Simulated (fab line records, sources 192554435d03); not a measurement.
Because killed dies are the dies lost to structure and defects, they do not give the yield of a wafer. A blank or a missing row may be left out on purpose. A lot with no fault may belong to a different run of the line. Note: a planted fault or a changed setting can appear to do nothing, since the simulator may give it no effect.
Which tool was responsible? | flow n5Finfet | 9 lots, 27 wafers sampled, at 4 steps of a route of 1938

## WHAT EACH GAUGE READ, for each wafer
N5_FIN_SAQP_THK_MEAS_05.
lot  | measured    | on           | thkNm (nm)
L622 | day 1 20:33 | filmMetro-01 | 37.9 38.7 38.5
L624 | day 2 09:11 | filmMetro-01 | 37.4 37.8 37.7
L628 | day 3 09:23 | filmMetro-02 | 38.1 38.2 38.9
L631 | day 4 03:04 | filmMetro-02 | 38.0 28.8 38.5
L632 | day 4 09:08 | filmMetro-02 | 37.7 28.3 38.4
L640 | day 6 10:27 | filmMetro-02 | 37.8 38.3 38.6
L642 | day 6 21:41 | filmMetro-01 | 37.0 37.2 38.2
L644 | day 7 08:56 | filmMetro-02 | 37.2 37.2 38.1
L645 | day 7 18:02 | filmMetro-02 | 37.5 37.7 38.8

## TOOL THAT RAN EACH LOT (tool first, then ch and the chambers of the sampled wafers, then the start)
lot  | N5_PMOS_HMC_CHANNEL_EPI_CMP_21 | N5_FIN_SAQP_ALD_61              | N5_FIN_SAQP_HM_DEP_03
L622 | cmp-03 ch 2,3, day 1 19:09     | aldSin-02 ch 0,1,2, day 1 20:03 | pecvd-04 ch 1,2, day 1 20:28
L624 | cmp-03 ch 0,3, day 2 07:46     | aldSin-01 ch 0,1,2, day 2 08:40 | pecvd-03 ch 0,1,2, day 2 09:06
L628 | cmp-04 ch 0,2,3, day 3 07:06   | aldSin-02 ch 1,2,3, day 3 08:40 | pecvd-04 ch 1,2, day 3 09:17
L631 | cmp-04 ch 0,1,2, day 4 01:38   | aldSin-01 ch 0,2,3, day 4 02:34 | pecvd-04 ch 0,1, day 4 02:59
L632 | cmp-03 ch 1,3, day 4 07:35     | aldSin-02 ch 0,2,3, day 4 08:34 | pecvd-04 ch 0,1,2, day 4 09:03
L640 | cmp-03 ch 0,1,3, day 6 08:58   | aldSin-02 ch 2,3, day 6 09:56   | pecvd-01 ch 0,1, day 6 10:22
L642 | cmp-04 ch 0,1, day 6 19:53     | aldSin-01 ch 1,2,3, day 6 20:56 | pecvd-01 ch 0,1, day 6 21:35
L644 | cmp-03 ch 0,1,3, day 7 07:32   | aldSin-03 ch 0,2,3, day 7 08:26 | pecvd-03 ch 0,1,2, day 7 08:51
L645 | cmp-04 ch 0,1, day 7 16:30     | aldSin-01 ch 0,1,3, day 7 17:31 | pecvd-03 ch 0,2, day 7 17:56
- N5_PMOS_HMC_CHANNEL_EPI_CMP_21: polishes SiGe30, target thk 54 nm.
- N5_FIN_SAQP_ALD_61: deposits SiO2, target thk 4 nm, pulse time 1 s, purge time 2 s.
- N5_FIN_SAQP_HM_DEP_03: deposits SiNx from SiH4/NH3/N2, target thk 38 nm, time 33.6 s.

## THE ANSWER, worked out from the rows above alone
Rule: the lots themselves supply what counts as usual. The widest of any qualifying gaps counts: lots, ordered by their means at a reading, are off when they make up no more than a third of the lots, leave a main group of 4 or more, and stand apart from it by 3 or more times the standard deviation of that group's means. Not used: any main group whose means are identical at the precision the tables above print for the reading. A lot without any number at a reading at which 4 lots or more have one is off too. All remaining lots with rows at the step are treated as sound.
Off at N5_FIN_SAQP_THK_MEAS_05 (thkNm): L631, L632. The main group has a mean of 37.9 nm with a standard deviation of 0.38.
A tool fits if, at a process step before that reading, it ran every lot that is off, and no sound lot after the first of them. The gauges at N5_FIN_SAQP_THK_MEAS_05 are tried like those tools. One candidate fits, namely pecvd-04 at N5_FIN_SAQP_HM_DEP_03. Its last sound lot is L628 (day 3 09:17), its first lot that is off L631 (day 4 02:59): a fault that began between those two fits.

## WHAT THE SIMULATOR PUT IN
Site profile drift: pecvd-04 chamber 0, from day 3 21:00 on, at N5_FIN_SAQP_HM_DEP_03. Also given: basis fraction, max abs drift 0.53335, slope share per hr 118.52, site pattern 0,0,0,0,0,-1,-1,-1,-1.
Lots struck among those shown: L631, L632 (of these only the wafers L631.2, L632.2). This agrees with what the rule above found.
